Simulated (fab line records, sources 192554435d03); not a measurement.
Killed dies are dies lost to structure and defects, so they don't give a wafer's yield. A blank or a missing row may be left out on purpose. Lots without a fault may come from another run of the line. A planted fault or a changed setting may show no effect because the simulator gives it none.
fab line records | flow n5_finfet
record lots=7 wafers=39
route steps=1938 shown BEOL_M7@1308 BEOL_M10@1509
start_h: hours from the record's first day to the start of the lot's first wafer shown | wait_h: hours since the lot's step before | " the same as in the row above | L1.1+2: a row that stands for several wafers | - no value, or no start given | * or withheld: withheld | < > ~ a bound
route shown NAME@n: a module of which the file shows steps, and the number in the route of the first | usual: mean/standard deviation of fault-free wafers | same: alike in all rows | chamber/n: place in a boat | sites: the reading at each site | _std_site: their standard deviation | _edge_site: outer sites' mean less inner sites' | radius_mm: how far each site lies from the wafer's centre | mask NAME#n: copy n | behind: the tool/chamber that last shaped the wafer | hold: why the lot was held/for how many hours/how that ended | device: the transistor (n, p or np) that didn't switch | end of line: the same wafers' tests at the end of the route | a step without rows: its recipe alone | killed: dies lost to structure and defects at the first sort, not the wafer's yield | map: a wafer's dies, x killed, . not, _ none there
set.NAME: the setting as run; set.NAME@STEP: as run at that earlier step | model.NAME: the simulator's own value behind a step, which no gauge read
lots whose settings were changed on purpose; a table a step, a row a wafer
## steps
# step N5_BEOL_M7_TRENCH_ETCH_37
# recipe chemistry=C4F6/O2 target_depth_a=934.78 target=SiCOH_lowk time_s=31.2 ion_energy_ev=250 pressure_mtorr=30 source_w=345 bias_w=185 Ar_flow_sccm=300 C4F6_flow_sccm=10 O2_flow_sccm=10
# columns lot.wafer tool chamber start_h wait_h set.target_depth_a model.BEOL_M7.feature_depth_nm model.etch.depth_nm model.TiN_of_BEOL_M7_HM_DEP_02.thk_nm
L079.1 rie_diel-05 2 - - 1344 135 134.9 15.8
L079.2+6 " 0 " " 1344 134 134 16
L079.3 " 3 " " 934.78 95.2 95.27 17
L079.4 " 2 " " 934.78 94.4 94.43 17.4
L079.5 " 3 " " 934.78 95.4 95.33 17
L082.1 rie_diel-05 1 - - 1465 139.8 139.9 16.6
L082.2 " 2 " " 934.78 93.6 93.57 17.4
L082.3 " 3 " " 934.78 94.6 94.65 17.8
L082.4 " 3 " " 1465 148 147.9 16.2
L082.5 " 1 " " 934.78 90 89.91 17.6
L082.6 " 2 " " 1465 145.6 145.7 16.4
L085.1 rie_diel-05 2 - - 1424 143 142.9 15.8
L085.2 " 3 " " 934.78 94.4 94.41 17
L085.3 " 1 " " 1424 138.4 138.4 15.8
L085.4 " 2 " " 934.78 93.8 93.77 17.2
L085.5 " 1 " " 934.78 90.8 90.76 17.2
L085.6 " 3 " " 1424 144 144.1 15.8
L091.1 rie_diel-02 1 - - 722.5 73.4 73.32 17.6
L091.2 " 0 " " 722.5 71.6 71.61 18.2
L091.3 " 2 " " 934.78 92.6 92.57 17.2
L091.4 " 3 " " 934.78 95 95.06 17.2
L091.5 " 1 " " 934.78 95 94.99 17.2
L091.6 " 0 " " 722.5 71 71 18.2
L093.2 rie_diel-02 1 - - 934.78 96.6 96.6 17.2
L093.4 " 3 " " 934.78 96.2 96.29 17
L093.6 " 3 " " 934.78 95.6 95.64 17.2
L094.1 rie_diel-05 0 - - 934.78 93.6 93.64 17.4
L094.2 " 1 " " 483.7 46.2 46.28 18.8
L094.3 " 3 " " 934.78 93.8 93.89 17.6
L094.4 " 2 " " 934.78 93.2 93.28 17.4
L094.5 " 3 " " 483.7 48.6 48.59 19
L094.6 " 2 " " 483.7 48.2 48.14 19
L095.1 rie_diel-05 0 - - 934.78 94.2 94.25 17.2
L095.2 " 1 " " 934.78 90.6 90.69 17.6
L095.3 " 3 " " 934.78 93.8 93.88 17.2
L095.4 " 2 " " 934.78 93.8 93.74 16.6
L095.5 " 1 " " 934.78 90.2 90.19 17
L095.6 " 2 " " 934.78 94 94.01 16.6
# step N5_BEOL_M7_ETCH_41
# recipe chemistry=CH3F/O2 target=SiCN target_depth_a=319 taper_deg=2 time_s=57.8 ion_energy_ev=120 mask_material=TiN pressure_mtorr=30 source_w=395 bias_w=75 Ar_flow_sccm=150 CH3F_flow_sccm=30 O2_flow_sccm=20
# step N5_BEOL_M7_STRIP_80
# recipe chemistry=N2/H2 time_s=10 power_w=450 temp_c=40 pressure_mtorr=20 rf_frequency_hz=6e+07 bias_power_w=7 n2_flow_sccm=200 h2_flow_sccm=200
# step N5_BEOL_M7_OCD_MEAS_38
# usual trench_depth_nm=93.8/1.8
# columns lot.wafer tool chamber start_h wait_h set.target_depth_a@BEOL_M7_TRENCH_ETCH_37 trench_depth_nm
L079.1 ocd-01 - 242.58 - 1344 135.0
L079.2 " - " " 1344 134.2
L079.3 " - " " 934.78 94.9
L079.4 " - " " 934.78 93.9
L079.5 " - " " 934.78 95.3
L079.6 " - " " 1344 133.9
L082.1 ocd-02 - 278.10 - 1465 140.1
L082.2 " - " " 934.78 93.3
L082.3 " - " " 934.78 95.0
L082.4 " - " " 1465 148.3
L082.5 " - " " 934.78 90.5
L082.6 " - " " 1465 145.8
L085.1 ocd-02 - 288.17 - 1424 143.2
L085.2 " - " " 934.78 94.7
L085.3 " - " " 1424 138.9
L085.4 " - " " 934.78 93.6
L085.5 " - " " 934.78 90.7
L085.6 " - " " 1424 143.8
L091.1 ocd-01 - 319.31 - 722.5 73.3
L091.2 " - " " 722.5 71.7
L091.3 " - " " 934.78 92.0
L091.4 " - " " 934.78 95.5
L091.5 " - " " 934.78 95.2
L091.6 " - " " 722.5 71.3
L093.2 ocd-01 - 325.14 - 934.78 96.7
L093.4 " - " " 934.78 96.7
L093.6 " - " " 934.78 96.0
L094.1 ocd-02 - 331.05 - 934.78 93.6
L094.2 " - " " 483.7 46.0
L094.3 " - " " 934.78 94.1
L094.4 " - " " 934.78 92.8
L094.5 " - " " 483.7 48.6
L094.6 " - " " 483.7 47.8
L095.1 ocd-02 - 339.93 - 934.78 94.0
L095.2 " - " " 934.78 90.6
L095.3 " - " " 934.78 94.5
L095.4 " - " " 934.78 94.1
L095.5 " - " " 934.78 89.7
L095.6 " - " " 934.78 94.3
# step N5_BEOL_M7_HM_STRIP_39
# recipe chemistry=peroxide_tin_strip material=TiN target_depth_a=250 temp_c=50 time_s=158
# step N5_BEOL_M7_SRD_40
# recipe time_s=30 temp_c=23 rinse_liquid=diw dry=ipa_marangoni
# step N5_BEOL_M7_ECD_50
# recipe material=Cu target_thk_a=3000
# step N5_BEOL_M7_ANNEAL_51
# recipe temp_c=225 time_s=90 ambient=N2
# step N5_BEOL_M7_CMP_52
# recipe stop_on=SiCOH_lowk t_overpolish_s=6.9 down_force_psi=1 platen_rpm=50 clearing_platen_down_force_psi=1.5 clearing_platen_rpm=50 post_cmp_clean=cu_alkaline target_thk_nm=80 clearing_platen_pad_velocity_m_s=0.99484 pad_velocity_m_s=0.99484
# columns lot.wafer tool chamber start_h wait_h set.target_depth_a@BEOL_M7_TRENCH_ETCH_37 model.Cu_of_BEOL_M7_ECD_50.thk_nm
L079.3+4 cmp-02 3,1 246.49 0.3 934.78 80.2
L079.1 " 0 " " 1344 119.8
L079.2 " 2 " " 1344 120.2
L079.6 " 3 " " 1344 118.8
L079.5 " 0 " " 934.78 80.8
L082.2 cmp-03 0 281.69 0.2 934.78 80
L082.3 " 1 " " 934.78 81.8
L082.1 " 2 " " 1465 126
L082.4 " 3 " " 1465 134.4
L082.6 " 0 " " 1465 132.2
L082.5 " 1 " " 934.78 77.4
L085.2 cmp-03 2 292.45 0.2 934.78 80.4
L085.3 " 3 " " 1424 125.2
L085.4 " 0 " " 934.78 79.8
L085.1 " 1 " " 1424 131
L085.6 " 2 " " 1424 129.8
L085.5 " 3 " " 934.78 77.2
L091.1 cmp-02 0 322.00 0.3 722.5 60
L091.3 " 1 " " 934.78 79
L091.4+5 " 2,1 " " 934.78 82.4
L091.2 " 3 " " 722.5 57.6
L091.6 " 0 " " 722.5 57.8
L093.2 cmp-02 2 328.62 0.4 934.78 85.2
L093.4 " 0 " " 934.78 81.6
L093.6 " 2 " " 934.78 84.6
L094.2 cmp-03 2 332.97 0.2 483.7 31.8
L094.1 " 3 " " 934.78 79.6
L094.4 " 0 " " 934.78 78.2
L094.3 " 1 " " 934.78 79.8
L094.5 " 2 " " 483.7 34.4
L094.6 " 3 " " 483.7 34.8
L095.1 cmp-03 1 341.83 0.3 934.78 82.2
L095.2 " 2 " " 934.78 78.2
L095.3 " 3 " " 934.78 81.8
L095.4 " 0 " " 934.78 81.6
L095.6 " 1 " " 934.78 82
L095.5 " 2 " " 934.78 77.4
# step N5_BEOL_M7_THK_MEAS_53
# recipe thk_meas_gauge=xrf reads=Cu_of_BEOL_M7_ECD_50
# usual M7_THK=80.3/1.9
# columns lot.wafer tool chamber start_h wait_h set.target_depth_a@BEOL_M7_TRENCH_ETCH_37 M7_THK[nm]
L079.1 film_metro-02 - 246.78 - 1344 118.2
L079.2 " - " " 1344 119.3
L079.3 " - " " 934.78 79.5
L079.4 " - " " 934.78 79.6
L079.5 " - " " 934.78 80.1
L079.6 " - " " 1344 118.2
L082.1 film_metro-01 - 281.98 - 1465 125.0
L082.2 " - " " 934.78 79.8
L082.3 " - " " 934.78 80.9
L082.4 " - " " 1465 133.0
L082.5 " - " " 934.78 76.7
L082.6 " - " " 1465 131.4
L085.1 film_metro-02 - 292.74 - 1424 130.5
L085.2 " - " " 934.78 80.2
L085.3 " - " " 1424 125.1
L085.4 " - " " 934.78 79.4
L085.5 " - " " 934.78 76.9
L085.6 " - " " 1424 129.6
L091.1 film_metro-02 - 322.29 - 722.5 60.7
L091.2 " - " " 722.5 58.3
L091.3 " - " " 934.78 79.0
L091.4 " - " " 934.78 82.6
L091.5 " - " " 934.78 82.7
L091.6 " - " " 722.5 57.8
L093.2 film_metro-02 - 328.92 - 934.78 84.4
L093.4 " - " " 934.78 80.6
L093.6 " - " " 934.78 83.9
L094.1 film_metro-01 - 333.27 - 934.78 80.6
L094.2 " - " " 483.7 32.2
L094.3 " - " " 934.78 80.7
L094.4 " - " " 934.78 79.3
L094.5 " - " " 483.7 34.9
L094.6 " - " " 483.7 35.4
L095.1 film_metro-01 - 342.13 - 934.78 81.9
L095.2 " - " " 934.78 78.0
L095.3 " - " " 934.78 81.6
L095.4 " - " " 934.78 81.6
L095.5 " - " " 934.78 76.9
L095.6 " - " " 934.78 82.0
# step N5_BEOL_M7_PRE_CLEAN_55
# recipe gas=NH3 time_s=15 temp_c=withheld rf_power_w=300
# step N5_BEOL_M7_DEP_56
# recipe material=SiCN target_thk_a=100 temp_c=withheld precursor=3MS/NH3 pressure_torr=3 rf_w=202 time_s=17.5
# step N5_BEOL_M7_RS_MEAS_57
# recipe thk_meas_gauge=four-point-probe reads=Cu_of_BEOL_M7_ECD_50+Co_of_BEOL_M7_CVD_78+TaN_of_BEOL_M7_ALD_77
# usual M7_RS=0.286/0.0081
# columns lot.wafer tool chamber start_h wait_h set.target_depth_a@BEOL_M7_TRENCH_ETCH_37 M7_RS[ohm/sq]
L079.1 film_metro-01 - 246.91 0.1 1344 0.180
L079.2 " - " " 1344 0.179
L079.3 " - " " 934.78 0.285
L079.4 " - " " 934.78 0.285
L079.5 " - " " 934.78 0.282
L079.6 " - " " 1344 0.182
L082.1 film_metro-01 - 282.11 0.1 1465 0.170
L082.2 " - " " 934.78 0.286
L082.3 " - " " 934.78 0.278
L082.4 " - " " 1465 0.158
L082.5 " - " " 934.78 0.298
L082.6 " - " " 1465 0.161
L085.1 film_metro-02 - 292.87 0.1 1424 0.163
L085.2 " - " " 934.78 0.285
L085.3 " - " " 1424 0.171
L085.4 " - " " 934.78 0.287
L085.5 " - " " 934.78 0.298
L085.6 " - " " 1424 0.165
L091.1 film_metro-01 - 322.42 0.1 722.5 0.403
L091.2 " - " " 722.5 0.424
L091.3 " - " " 934.78 0.290
L091.4 " - " " 934.78 0.277
L091.5 " - " " 934.78 0.276
L091.6 " - " " 722.5 0.424
L093.2 film_metro-02 - 329.05 0.1 934.78 0.266
L093.4 " - " " 934.78 0.280
L093.6 " - " " 934.78 0.268
L094.1 film_metro-01 - 333.43 0.1 934.78 0.288
L094.2 " - " " 483.7 0.907
L094.3 " - " " 934.78 0.286
L094.4 " - " " 934.78 0.294
L094.5 " - " " 483.7 0.819
L094.6 " - " " 483.7 0.808
L095.1 film_metro-01 - 342.26 0.1 934.78 0.277
L095.2 " - " " 934.78 0.294
L095.3 " - " " 934.78 0.279
L095.4 " - " " 934.78 0.279
L095.5 " - " " 934.78 0.297
L095.6 " - " " 934.78 0.278
# step N5_BEOL_M10_VIA_ETCH_34
# recipe chemistry=C4F6/O2 target=SiCOH_lowk target_depth_a=1845 mask_material=SOC taper_deg=4 time_s=69.2 ion_energy_ev=250 pressure_mtorr=30 source_w=345 bias_w=185 Ar_flow_sccm=300 C4F6_flow_sccm=10 O2_flow_sccm=10
# columns lot.wafer tool chamber start_h wait_h set.time_s model.etch.depth_nm model.SOC_of_BEOL_M10_COAT_63.thk_nm
L079.1 rie_diel-01 3 267.27 0.0 69.2 184.2 92
L079.2 " 2 " " 69.2 176.7 92
L079.3 " 1 " " 69.2 184 92
L079.4 " 0 " " 69.2 178.4 92.4
L079.5 " 3 " " 69.2 182.8 92
L079.6 " 0 " " 69.2 179.2 92.4
L082.1 rie_diel-03 3 305.72 0.0 80.65 208.7 90.6
L082.2 " 2 " " 69.2 186.4 91.6
L082.3 " 1 " " 69.2 189.9 91.6
L082.4 " 0 " " 69.2 183.4 91.6
L082.5 " 0 " " 80.65 212.7 90.2
L082.6 " 1 " " 80.65 222.8 90
L085.1 rie_diel-03 2 316.93 0.0 44.34 119.8 94.8
L085.2 " 0 " " 69.2 183.1 91.6
L085.3 " 1 " " 69.2 187.8 91.6
L085.4 " 3 " " 44.34 114.2 94.8
L085.5 " 2 " " 44.34 118.8 95
L085.6 " 1 " " 69.2 187.7 91.8
L091.1 rie_diel-06 1 344.17 0.0 103.2 273.1 88
L091.2 " 0 " " 69.2 180.4 91.8
L091.3 " 2 " " 103.2 277.1 87.6
L091.4 " 3 " " 69.2 186.3 91.8
L091.5 " 2 " " 69.2 186.4 91.4
L091.6 " 1 " " 103.2 274.9 88.2
L093.2 rie_diel-06 0 353.54 0.0 69.2 180.9 91.8
L093.4 " 3 " " 69.2 184.1 91.8
L093.6 " 3 " " 69.2 183.7 92
L094.1 rie_diel-01 2 356.43 0.0 69.2 183.4 91.6
L094.2 " 1 " " 87.7 238 89.2
L094.3 " 0 " " 69.2 181.4 92
L094.4 " 2 " " 87.7 230.4 89.6
L094.5 " 1 " " 87.7 238.5 89
L094.6 " 0 " " 69.2 178.7 92
L095.1 rie_diel-06 1 363.44 0.0 69.2 183.7 92.2
L095.2 " 2 " " 69.2 184.6 92
L095.3 " 0 " " 69.2 181.7 92
L095.4 " 3 " " 69.2 182.6 92.2
L095.5 " 2 " " 69.2 184.4 91.8
L095.6 " 3 " " 69.2 182.2 92.8
## key
split step=N5_BEOL_M7_TRENCH_ETCH_37 setting=target_depth_a stated=934.78 by=wafer
response step=N5_BEOL_M7_TRENCH_ETCH_37 reading=model.BEOL_M7.feature_depth_nm change=+0.926 per=1% r=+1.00
response step=N5_BEOL_M7_TRENCH_ETCH_37 reading=model.etch.depth_nm change=+0.927 per=1% r=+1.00
response step=N5_BEOL_M7_TRENCH_ETCH_37 reading=model.TiN_of_BEOL_M7_HM_DEP_02.thk_nm change=-0.0261 per=1% r=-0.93
response step=N5_BEOL_M7_OCD_MEAS_38 reading=trench_depth_nm change=+0.929 per=1% r=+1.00
response step=N5_BEOL_M7_CMP_52 reading=model.Cu_of_BEOL_M7_ECD_50.thk_nm change=+0.926 per=1% r=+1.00
response step=N5_BEOL_M7_THK_MEAS_53 reading=M7_THK change=+0.924 per=1% r=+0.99
response step=N5_BEOL_M7_RS_MEAS_57 reading=M7_RS shape=bent at_lowest=0.845 at_stated=0.284 at_highest=0.163
split step=N5_BEOL_M10_VIA_ETCH_34 setting=time_s stated=69.2 by=wafer
response step=N5_BEOL_M10_VIA_ETCH_34 reading=model.etch.depth_nm change=+1.88 per=1% r=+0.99
response step=N5_BEOL_M10_VIA_ETCH_34 reading=model.SOC_of_BEOL_M10_COAT_63.thk_nm change=-0.0831 per=1% r=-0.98
